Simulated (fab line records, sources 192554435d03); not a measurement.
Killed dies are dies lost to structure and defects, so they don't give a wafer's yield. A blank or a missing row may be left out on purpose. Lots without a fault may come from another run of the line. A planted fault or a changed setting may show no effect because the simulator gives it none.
fab line records | flow n5_finfet
record lots=15 wafers=45 last_day=18
route steps=1938 shown STI_FIN_REVEAL@190 DUMMY_GATE@215 BEOL_M4@1111
lots that met no fault: from a run of the same line without faults
start_h: hours from the record's first day to the start of the lot's first wafer shown | wait_h: hours since the lot's step before | " the same as in the row above | L1.1+2: a row that stands for several wafers | - no value, or no start given | * or withheld: withheld | < > ~ a bound
route shown NAME@n: a module of which the file shows steps, and the number in the route of the first | usual: mean/standard deviation of fault-free wafers | same: alike in all rows | chamber/n: place in a boat | sites: the reading at each site | _std_site: their standard deviation | _edge_site: outer sites' mean less inner sites' | radius_mm: how far each site lies from the wafer's centre | mask NAME#n: copy n | behind: the tool/chamber that last shaped the wafer | hold: why the lot was held/for how many hours/how that ended | device: the transistor (n, p or np) that didn't switch | end of line: the same wafers' tests at the end of the route | a step without rows: its recipe alone | killed: dies lost to structure and defects at the first sort, not the wafer's yield | map: a wafer's dies, x killed, . not, _ none there
set.NAME: the setting as run; set.NAME@STEP: as run at that earlier step | model.NAME: the simulator's own value behind a step, which no gauge read
steps of the route over a sample of lots; a table a step, a row a wafer
services: from which hour (start_h, from the record's first day; less than 0 if before it) a tool's chamber was out of use, for how many hours, and why
## steps
# step N5_STI_FIN_REVEAL_ETCHBACK_08
# recipe chemistry=C4F6/O2 target=SiO2 target_depth_a=305 time_s=10.167 ion_energy_ev=250 pressure_mtorr=30 source_w=345 bias_w=185 Ar_flow_sccm=300 C4F6_flow_sccm=10 O2_flow_sccm=10
# usual drypump_motor_current_A=5.7/0.44 oes_product_au=0.76/0.061 rf_vpp_V=666/4.5 showerhead_plenum_p_Torr=2.82/0.041 throttle_valve_pct=21.21/0.25
# columns lot.wafer tool chamber start_h wait_h drypump_motor_current_A oes_product_au rf_hours_counter_h rf_vpp_V showerhead_plenum_p_Torr throttle_valve_pct
L824.1 rie_diel-02 0 33.36 0.2 5.6 0.83 68 664 2.78 21.14
L824.2 " 2 " " 6.0 0.77 126 660 2.86 21.56
L824.5 " 1 " " 6.1 0.77 - 672 2.86 20.91
L825.1 rie_diel-01 3 40.80 0.2 4.8 0.79 138 671 2.85 21.30
L825.2 " 2 " " 5.7 0.70 210 660 2.82 21.52
L825.3 " 1 " " 5.7 0.73 194 670 2.82 21.15
L826.3 rie_diel-02 2 45.73 0.1 6.0 0.77 131 660 2.86 21.57
L826.4 " 1 " " 6.1 0.76 122 672 2.86 20.90
L826.6 " 1 " " 6.1 0.76 - 671 2.86 20.90
L827.4 rie_diel-02 3 54.09 0.1 6.0 0.80 80 665 2.88 21.02
L827.5 " 0 " " 5.6 0.82 - 666 2.77 21.16
L827.6 " 1 " " 6.1 0.75 - 672 2.86 20.90
L829.2 rie_diel-05 2 66.05 0.3 5.2 0.76 130 668 2.74 21.16
L829.4 " 1 " " 6.0 0.73 - 673 2.82 21.18
L829.6 " 3 " " 5.8 0.73 - 664 2.83 21.52
L830.1 rie_diel-01 1 71.46 0.3 5.7 0.72 207 669 2.81 21.19
L830.4 " 0 " " 6.5 0.97 6 666 2.80 20.69
L830.5 " 1 " " 5.8 0.71 - 671 2.81 21.18
L831.3 rie_diel-02 2 78.45 0.4 5.9 0.76 136 659 2.86 21.58
L831.5 " 2 " " 5.9 0.76 - 660 2.86 21.57
L831.6 " 3 " " 6.1 0.81 - 666 2.88 21.04
L832.1 rie_diel-02 0 83.72 0.2 5.7 0.83 81 666 2.77 21.17
L832.3 " 2 " " 5.9 0.76 139 661 2.86 21.58
L832.5 " 3 " " 6.1 0.81 - 665 2.88 21.06
L833.2 rie_diel-02 0 90.46 0.2 5.6 0.83 83 665 2.77 21.17
L833.5 " 3 " " 6.1 0.79 - 665 2.88 21.06
L833.6 " 0 " " 5.6 0.81 - 665 2.77 21.17
L842.3 rie_diel-05 1 142.18 0.1 6.0 0.71 241 671 2.81 21.21
L842.4 " 3 " " 5.8 0.71 - 665 2.82 21.58
L842.6 " 1 " " 6.0 0.71 - 672 2.81 21.22
L843.1 rie_diel-05 2 147.86 0.2 5.1 0.73 162 667 2.72 21.20
L843.3 " 1 " " 6.0 0.71 243 671 2.81 21.22
L843.4 " 1 " " 6.0 0.71 - 671 2.81 21.20
L844.1 rie_diel-02 3 159.05 0.2 6.1 0.78 110 664 2.87 21.08
L844.5 " 2 " " 5.9 0.73 - 658 2.85 21.60
L844.6 " 1 " " 6.1 0.72 - 672 2.85 20.94
L845.2 rie_diel-02 3 160.76 0.2 6.1 0.77 111 666 2.87 21.08
L845.5 " 1 " " 6.1 0.73 - 671 2.85 20.94
L845.6 " 0 " " 5.7 0.79 - 664 2.76 21.21
L846.1 rie_diel-01 0 166.71 0.4 6.5 0.88 43 668 2.78 20.75
L846.2 " 1 " " 5.7 0.69 231 667 2.80 21.22
L846.3 " 3 " " 4.8 0.74 191 671 2.83 21.38
L847.1 rie_diel-02 1 172.43 0.2 6.1 0.72 161 670 2.84 20.96
L847.2 " 2 " " 5.9 0.74 170 659 2.84 21.62
L847.4 " 0 " " 5.6 0.79 109 664 2.76 21.20
# step N5_STI_FIN_REVEAL_ETCH_34
# recipe chemistry=H2 mode=isotropic material=Si target=Si target_depth_a=9.7 temp_c=20 pressure_mtorr=4.5 icp_w=300 bias_w=0 h2_flow_sccm=7.5 he_flow_sccm=142.5
# usual drypump_motor_current_A=5.5/0.42 oes_product_au=0.998/0.016 throttle_valve_pct=25.86/0.27
# columns lot.wafer tool chamber start_h wait_h drypump_motor_current_A oes_product_au rf_hours_counter_h throttle_valve_pct
L824.1 rie_si-04 2 35.70 0.2 5.0 1.000 68 26.30
L824.2 " 0 " " 5.3 0.995 28 25.53
L824.5 " 2 " " 5.0 0.990 - 26.30
L825.1 rie_si-04 3 43.17 0.2 5.1 0.989 3 26.06
L825.2 " 1 " " 5.4 0.998 3 25.90
L825.3 " 2 " " 5.0 0.994 68 26.31
L826.3 rie_si-04 3 48.07 0.1 5.1 0.981 3 26.08
L826.4 " 1 " " 5.4 0.997 3 25.87
L826.6 " 2 " " 5.0 0.987 - 26.32
L827.4 rie_si-03 0 56.96 0.1 5.0 0.987 103 25.33
L827.5 " 1 " " 5.3 0.999 - 26.10
L827.6 " 0 " " 5.0 0.983 - 25.34
L829.2 rie_si-01 2 68.39 0.1 5.6 1.004 169 26.17
L829.4 " 1 " " 6.3 1.015 76 25.82
L829.6 " 1 " " 6.3 1.031 - 25.83
L830.1 rie_si-03 3 74.15 0.2 5.4 1.007 39 25.79
L830.4 " 0 " " 5.0 0.969 103 25.34
L830.5 " 3 " " 5.4 1.021 - 25.78
L831.3 rie_si-01 1 80.79 0.1 6.3 1.016 76 25.82
L831.5 " 0 " " 5.8 1.018 - 25.88
L831.6 " 1 " " 6.2 1.025 - 25.84
L832.1 rie_si-04 1 86.07 0.2 5.5 0.989 4 25.89
L832.3 " 3 " " 5.2 0.975 4 26.07
L832.5 " 0 " " 5.3 0.989 - 25.54
L833.2 rie_si-01 0 92.80 0.1 5.9 1.020 105 25.91
L833.5 " 2 " " 5.6 1.014 - 26.18
L833.6 " 1 " " 6.2 1.025 - 25.84
L842.3 rie_si-03 2 144.55 0.1 4.9 1.008 27 25.65
L842.4 " 0 " " 5.0 0.969 104 25.33
L842.6 " 3 " " 5.4 1.011 - 25.78
L843.1 rie_si-04 0 150.20 0.2 5.3 1.007 30 25.54
L843.3 " 2 " " 5.0 0.983 70 26.31
L843.4 " 1 " " 5.4 0.991 5 25.88
L844.1 rie_si-01 3 161.43 0.2 6.0 0.994 55 25.63
L844.5 " 2 " " 5.6 1.015 - 26.18
L844.6 " 3 " " 6.0 0.986 - 25.64
L845.2 rie_si-03 1 163.11 0.1 5.3 0.997 41 26.09
L845.5 " 3 " " 5.4 1.004 - 25.79
L845.6 " 0 " " 5.0 0.965 - 25.33
L846.1 rie_si-01 1 169.05 0.2 6.3 1.026 78 25.81
L846.2 " 0 " " 5.8 1.019 107 25.91
L846.3 " 2 " " 5.6 1.007 172 26.18
L847.1 rie_si-03 2 174.78 0.2 4.8 1.000 28 25.62
L847.2 " 3 " " 5.4 1.006 40 25.78
L847.4 " 1 " " 5.4 0.995 41 26.08
# step N5_STI_FIN_REVEAL_OXIDATION_33
# recipe chemistry=O2_PLASMA_REMOTE temp_c=150 time_s=20 pressure_mtorr=1000 source_power_w=2000 o2_flow_sccm=3000
# usual drypump_motor_current_A=5.7/0.41 heater_power_w=145/16
# columns lot.wafer tool chamber start_h wait_h drypump_motor_current_A heater_power_w rf_hours_counter_h
L824.1 plasma_asher-01 1 36.11 0.0 5.6 167 73
L824.2 " 0 " " 6.3 139 73
L824.5 " 0 " " 6.3 141 -
L825.1 plasma_asher-01 0 43.58 0.0 6.3 136 75
L825.2 " 1 " " 5.6 167 75
L825.3 " 0 " " 6.3 140 -
L826.3 plasma_asher-01 0 48.50 0.0 6.3 138 -
L826.4 " 1 " " 5.6 169 -
L826.6 " 0 " " 6.3 142 -
L827.4 plasma_asher-02 1 57.42 0.0 5.2 125 -
L827.5 " 1 " " 5.2 124 -
L827.6 " 0 " " 5.4 149 -
L829.2 plasma_asher-01 0 68.80 0.0 6.3 132 80
L829.4 " 1 " " 5.6 167 -
L829.6 " 0 " " 6.3 141 -
L830.1 plasma_asher-02 1 74.56 0.0 5.3 128 34
L830.4 " 1 " " 5.2 119 -
L830.5 " 0 " " 5.5 146 -
L831.3 plasma_asher-01 0 81.22 0.0 6.3 135 -
L831.5 " 1 " " 5.6 165 -
L831.6 " 0 " " 6.3 137 -
L832.1 plasma_asher-01 1 86.48 0.0 5.6 164 84
L832.3 " 0 " " 6.3 136 -
L832.5 " 1 " " 5.7 168 -
L833.2 plasma_asher-01 0 93.21 0.0 6.3 137 85
L833.5 " 1 " " 5.6 169 -
L833.6 " 0 " " 6.3 137 -
L842.3 plasma_asher-02 0 144.99 0.0 5.4 145 -
L842.4 " 1 " " 5.3 127 -
L842.6 " 0 " " 5.4 152 -
L843.1 plasma_asher-02 1 150.62 0.0 5.3 127 50
L843.3 " 1 " " 5.3 126 -
L843.4 " 0 " " 5.4 148 -
L844.1 plasma_asher-01 0 161.84 0.0 6.3 139 99
L844.5 " 1 " " 5.6 166 -
L844.6 " 0 " " 6.3 140 -
L845.2 plasma_asher-01 0 163.53 0.0 6.3 138 99
L845.5 " 0 " " 6.3 138 -
L845.6 " 1 " " 5.6 167 -
L846.1 plasma_asher-02 0 169.46 0.0 5.4 148 53
L846.2 " 1 " " 5.2 121 53
L846.3 " 1 " " 5.2 123 -
L847.1 plasma_asher-01 1 175.22 0.0 5.6 174 100
L847.2 " 0 " " 6.3 141 100
L847.4 " 1 " " 5.6 166 -
# step N5_DUMMY_GATE_CVD_03
# recipe material=a-Si target_thk_a=1500 temp_c=530 precursor=SiH4 time_s=8042
# usual spike_tc_bottom_C=552.7/2.6 spike_tc_centre_C=530.6/0.61 spike_tc_lower_C=529.5/0.73 spike_tc_top_C=553/3.8 spike_tc_upper_C=529.7/1.2 susceptor_temp_C=529.98/0.15
# columns lot.wafer tool chamber start_h wait_h spike_tc_bottom_C spike_tc_centre_C spike_tc_lower_C spike_tc_top_C spike_tc_upper_C susceptor_temp_C
L824.1 lpcvd-02 1/65 37.25 0.7 554.4 531.1 529.6 552 530.5 530.22
L824.2 " 1/70 " " 554.4 531.1 529.6 552 530.5 530.22
L824.5 " 1/84 " " 554.4 531.1 529.6 552 530.5 530.22
L825.1 lpcvd-01 1/15 44.56 0.1 555.5 530.0 529.4 556 529.2 529.92
L825.2 " 1/20 " " 555.5 530.0 529.4 556 529.2 529.92
L825.3 " 1/25 " " 555.5 530.0 529.4 556 529.2 529.92
L826.3 lpcvd-01 0/25 48.99 0.1 549.9 531.1 529.3 556 528.5 530.02
L826.4 " 0/29 " " 549.9 531.1 529.3 556 528.5 530.02
L826.6 " 0/39 " " 549.9 531.1 529.3 556 528.5 530.02
L827.4 lpcvd-01 1/79 57.89 0.1 554.4 529.9 528.2 556 529.1 530.19
L827.5 " 1/84 " " 554.4 529.9 528.2 556 529.1 530.19
L827.6 " 1/89 " " 554.4 529.9 528.2 556 529.1 530.19
L829.2 lpcvd-01 0/20 69.28 0.1 550.0 530.8 529.9 555 528.7 529.93
L829.4 " 0/29 " " 550.0 530.8 529.9 555 528.7 529.93
L829.6 " 0/39 " " 550.0 530.8 529.9 555 528.7 529.93
L830.1 lpcvd-01 1/40 75.04 0.1 555.5 529.7 528.8 556 528.9 529.70
L830.4 " 1/54 " " 555.5 529.7 528.8 556 528.9 529.70
L830.5 " 1/59 " " 555.5 529.7 528.8 556 528.9 529.70
L831.3 lpcvd-01 1/100 81.68 0.1 540.8 515.2 513.1 541 514.2 515.36
L831.5 " 1/109 " " 540.8 515.2 513.1 541 514.2 515.36
L831.6 " 1/114 " " 540.8 515.2 513.1 541 514.2 515.36
L832.1 lpcvd-01 1/90 86.97 0.1 541.3 515.3 514.5 541 514.5 515.63
L832.3 " 1/100 " " 541.3 515.3 514.5 541 514.5 515.63
L832.5 " 1/109 " " 541.3 515.3 514.5 541 514.5 515.63
L833.2 lpcvd-01 0/70 95.20 0.1 535.3 515.6 515.8 542 513.9 515.25
L833.5 " 0/84 " " 535.3 515.6 515.8 542 513.9 515.25
L833.6 " 0/89 " " 535.3 515.6 515.8 542 513.9 515.25
L842.3 lpcvd-02 0/75 146.62 0.1 549.7 531.9 529.8 546 531.3 530.03
L842.4 " 0/79 " " 549.7 531.9 529.8 546 531.3 530.03
L842.6 " 0/89 " " 549.7 531.9 529.8 546 531.3 530.03
L843.1 lpcvd-02 1/15 151.10 0.1 555.3 530.4 529.9 552 530.5 530.06
L843.3 " 1/25 " " 555.3 530.4 529.9 552 530.5 530.06
L843.4 " 1/29 " " 555.3 530.4 529.9 552 530.5 530.06
L844.1 lpcvd-02 0/65 162.33 0.1 549.9 529.8 530.2 546 531.1 529.86
L844.5 " 0/84 " " 549.9 529.8 530.2 546 531.1 529.86
L844.6 " 0/89 " " 549.9 529.8 530.2 546 531.1 529.86
L845.2 lpcvd-01 0/95 164.02 0.1 550.2 531.5 530.3 555 529.1 529.84
L845.5 " 0/109 " " 550.2 531.5 530.3 555 529.1 529.84
L845.6 " 0/114 " " 550.2 531.5 530.3 555 529.1 529.84
L846.1 lpcvd-02 0/40 170.25 0.4 550.0 531.1 530.0 546 531.9 529.75
L846.2 " 0/45 " " 550.0 531.1 530.0 546 531.9 529.75
L846.3 " 0/50 " " 550.0 531.1 530.0 546 531.9 529.75
L847.1 lpcvd-02 1/90 175.70 0.1 555.6 531.1 529.4 552 531.4 530.00
L847.2 " 1/95 " " 555.6 531.1 529.4 552 531.4 530.00
L847.4 " 1/104 " " 555.6 531.1 529.4 552 531.4 530.00
# step N5_DUMMY_GATE_CMP_04
# recipe material=a-Si post_cmp_clean=alkaline_brush
# usual motor_current_A=9.9/1.2 time_to_endpoint_s=13.0/2.2
# columns lot.wafer tool chamber start_h wait_h motor_current_A time_to_endpoint_s
L824.1 cmp-03 2 41.00 0.0 11.4 13.9
L824.2 " 0 " " 11.0 12.7
L824.5 " 2 " " 11.1 14.2
L825.3 cmp-04 2 48.31 0.0 10.0 10.1
L825.2 " 3 " " 8.7 12.1
L825.1 " 0 " " 10.2 13.1
L826.4 cmp-01 2 52.72 0.0 9.0 15.8
L826.3 " 0 " " 10.1 14.5
L826.6 " 3 " " 8.6 16.7
L827.4 cmp-01 0 61.69 0.1 10.6 12.4
L827.6 " 2 " " 9.6 13.5
L827.5 " 3 " " 8.6 15.3
L829.2 cmp-01 2 73.03 0.0 9.3 11.9
L829.4 " 1 " " 8.5 12.4
L829.6 " 3 " " 9.0 13.5
L830.1 cmp-03 3 80.71 0.1 12.5 16.7
L830.4 " 0 " " 10.4 17.1
L830.5 " 1 " " 8.5 16.9
L831.3 cmp-01 1 85.57 0.2 8.9 0.3
L831.6 " 2 " " 9.8 1.5
L831.5 " 3 " " 9.0 3.1
L832.3 cmp-01 3 90.70 0.0 9.2 0.6
L832.1 " 0 " " 10.4 0.8
L832.5 " 0 " " 10.1 0.4
L833.2 cmp-01 3 98.95 0.0 8.9 1.8
L833.6 " 3 " " 9.2 3.3
L833.5 " 0 " " 10.4 3.3
L842.4 cmp-04 0 150.39 0.1 10.0 13.8
L842.3 " 1 " " 10.1 13.8
L842.6 " 3 " " 9.8 16.6
L843.4 cmp-03 3 154.84 0.0 12.8 15.6
L843.1 " 0 " " 10.7 16.9
L843.3 " 1 " " 8.6 14.2
L844.1 cmp-01 2 166.14 0.1 9.2 14.0
L844.6 " 0 " " 10.5 11.6
L844.5 " 1 " " 8.8 11.4
L845.2 cmp-04 3 167.86 0.1 9.3 12.9
L845.6 " 0 " " 9.4 12.2
L845.5 " 1 " " 10.5 13.9
L846.3 cmp-03 2 173.99 0.0 11.2 17.1
L846.1 " 3 " " 13.4 13.6
L846.2 " 0 " " 10.6 13.7
L847.2 cmp-03 3 179.43 0.0 12.8 11.7
L847.1 " 1 " " 8.9 13.5
L847.4 " 2 " " 11.5 16.8
# step N5_BEOL_M4_RC_MEAS_101
# usual DIBL_N=36.5/1.4 DIBL_P=36.5/1.6 IOFF_N=0.163/0.022 IOFF_P=0.219/0.029 ION_N=675/8.3 ION_P=464/6.2 SS_N=71.5/0.52 SS_P=73.4/0.57 VT_N=249.7/2.6 VT_P=-250/3
# columns lot.wafer tool chamber start_h wait_h DIBL_N[mV/V] DIBL_P[mV/V] IOFF_N[nA/um] IOFF_P[nA/um] ION_N[uA/um] ION_P[uA/um] SS_N[mV/dec] SS_P[mV/dec] VT_N[mV] VT_P[mV]
L824.1 prober-02 0 164.98 0.4 35.8 35.3 0.140 0.185 661 459 71.2 72.5 250.8 -250
L824.2 " 0 " " 38.3 37.5 0.177 0.224 671 462 72.1 73.1 248.6 -247
L824.5 " 0 " " 36.7 37.0 0.152 0.201 670 465 71.2 72.9 249.0 -249
L825.1 prober-01 0 171.17 0.0 38.3 37.0 0.170 0.252 673 472 71.9 73.3 252.2 -249
L825.2 " 0 " " 36.7 34.9 0.139 0.215 661 462 71.2 73.9 254.3 -248
L825.3 " 0 " " 36.8 34.5 0.136 0.199 669 468 70.9 73.2 253.8 -249
L826.3 prober-01 0 183.48 0.3 37.4 38.1 0.189 0.216 673 455 72.7 73.7 247.7 -251
L826.4 " 0 " " 34.2 34.8 0.134 0.174 666 453 71.4 73.3 251.4 -255
L826.6 " 0 " " 36.5 38.0 0.174 0.213 676 461 72.3 73.4 250.6 -251
L827.4 prober-02 0 196.10 0.5 35.5 37.1 0.148 0.205 671 465 71.2 73.5 253.1 -252
L827.5 " 0 " " 36.6 38.6 0.168 0.224 675 460 71.8 73.5 249.6 -252
L827.6 " 0 " " 34.2 34.9 0.125 0.172 659 456 70.9 72.6 253.6 -254
L829.2 prober-02 0 201.75 0.2 35.2 34.1 0.142 0.178 667 462 71.2 73.3 253.4 -255
L829.4 " 0 " " 37.9 36.5 0.191 0.215 691 463 72.1 73.6 248.8 -253
L829.6 " 0 " " 36.1 35.4 0.153 0.193 671 459 71.2 73.2 251.1 -253
L830.1 prober-02 0 208.24 0.0 33.4 33.0 0.120 0.162 675 459 71.2 72.3 252.0 -251
L830.4 " 0 " " 35.9 36.4 0.169 0.212 688 473 72.3 73.6 247.8 -249
L830.5 " 0 " " 33.5 33.4 0.123 0.164 666 457 71.3 72.5 251.7 -254
L842.3 prober-01 0 283.00 0.3 37.9 38.8 0.177 0.227 684 464 71.6 73.8 247.7 -250
L842.4 " 0 " " 38.4 39.5 0.187 0.243 682 465 71.8 74.3 247.3 -249
L842.6 " 0 " " 39.1 39.8 0.197 0.247 685 468 71.8 74.1 247.4 -246
L843.1 prober-02 0 285.77 0.0 37.2 37.0 0.176 0.219 682 461 71.7 73.5 249.3 -250
L843.3 " 0 " " 37.7 38.1 0.195 0.232 694 469 71.5 73.2 247.1 -251
L843.4 " 0 " " 38.3 38.3 0.203 0.244 682 465 71.7 73.7 246.3 -250
L844.1 prober-02 0 290.68 0.0 38.5 38.0 0.175 0.240 681 464 71.3 74.3 250.5 -247
L844.5 " 0 " " 38.7 37.9 0.184 0.244 666 460 71.4 74.3 248.6 -248
L844.6 " 0 " " 38.1 37.6 0.174 0.248 685 471 71.4 74.0 247.6 -247
L845.2 prober-01 0 298.36 0.2 35.9 37.2 0.158 0.203 675 467 71.4 73.2 251.6 -253
L845.5 " 0 " " 34.6 35.2 0.136 0.166 668 458 70.9 73.3 251.9 -258
L845.6 " 0 " " 36.0 37.6 0.166 0.203 682 463 71.8 73.5 249.8 -252
L846.1 prober-02 0 310.36 0.0 35.7 37.9 0.170 0.230 681 472 72.5 73.4 250.1 -248
L846.2 " 0 " " 33.3 34.6 0.127 0.184 675 467 71.0 72.6 252.1 -251
L846.3 " 0 " " 35.0 36.6 0.151 0.217 675 465 71.1 73.3 250.0 -249
L847.1 prober-02 0 316.72 0.0 36.6 35.7 0.149 0.218 661 460 71.8 73.4 251.6 -250
L847.2 " 0 " " 37.2 36.7 0.164 0.243 665 458 72.8 73.9 250.0 -248
L847.4 " 0 " " 34.9 33.8 0.132 0.196 667 467 71.7 72.7 254.0 -251
## services
# columns tool chamber start_h hours kind
rie_si-03 1 14.87 5.1 repair
cmp-03 - 19.04 10.0 repair
rie_si-04 2 21.02 3.9 repair
rie_si-03 1 21.40 1.2 repair
rie_si-03 1 26.77 3.2 repair
cmp-01 - 29.89 18.7 pm
cmp-03 - 31.37 4.0 pm
cmp-03 - 48.77 4.2 pm
cmp-03 - 54.01 1.6 repair
cmp-01 - 54.66 2.2 repair
rie_diel-02 - 55.82 15.6 pm
cmp-01 - 58.28 3.1 repair
rie_si-04 - 69.08 2.8 pm
plasma_asher-02 - 77.58 0.3 repair
plasma_asher-02 - 89.32 2.0 repair
plasma_asher-02 - 92.62 0.3 repair
rie_si-04 - 102.65 4.3 pm
cmp-03 - 105.77 0.9 repair
cmp-03 - 118.45 1.5 repair
plasma_asher-01 - 130.10 3.4 repair
cmp-03 - 145.48 0.9 repair
rie_si-03 - 148.55 11.5 repair
plasma_asher-01 - 167.18 2.8 pm
cmp-01 - 174.98 4.3 repair
## key
first_sign step=N5_DUMMY_GATE_CVD_03 reading=susceptor_temp_C direction=down sigmas=97 usual=* struck=*
effect step=N5_DUMMY_GATE_CVD_03 reading=spike_tc_centre_C direction=down sigmas=25 usual=530.6 struck=515.3
effect step=N5_DUMMY_GATE_CMP_04 reading=time_to_endpoint_s direction=down sigmas=5.1 usual=* struck=*
met_at N5_DUMMY_GATE_CVD_03
struck_lots L831,L832,L833
later_rows_left_out L831.3,L831.5,L831.6,L832.1,L832.3,L832.5,L833.2,L833.5,L833.6
sort_left_out L831.3,L831.5,L831.6,L832.1,L832.3,L832.5,L833.2,L833.5,L833.6
not_acting_at N5_STI_FIN_REVEAL_ETCHBACK_08,N5_STI_FIN_REVEAL_ETCH_34,N5_STI_FIN_REVEAL_OXIDATION_33
fault kind=process_parameter_drift tool=lpcvd-01 chamber=- onset_h=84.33 steps=N5_DUMMY_GATE_CVD_03 channel=temp_c offset=* shape=step end_h=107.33 acts_in=* stated=*
# sort_left_out: the simulated sort isn't trusted on such a fault, so these wafers' sort isn't shown, and their yield isn't known
# later_rows_left_out: the simulator's readings of these wafers behind a module that went badly wrong aren't trusted and aren't shown, but for the sort
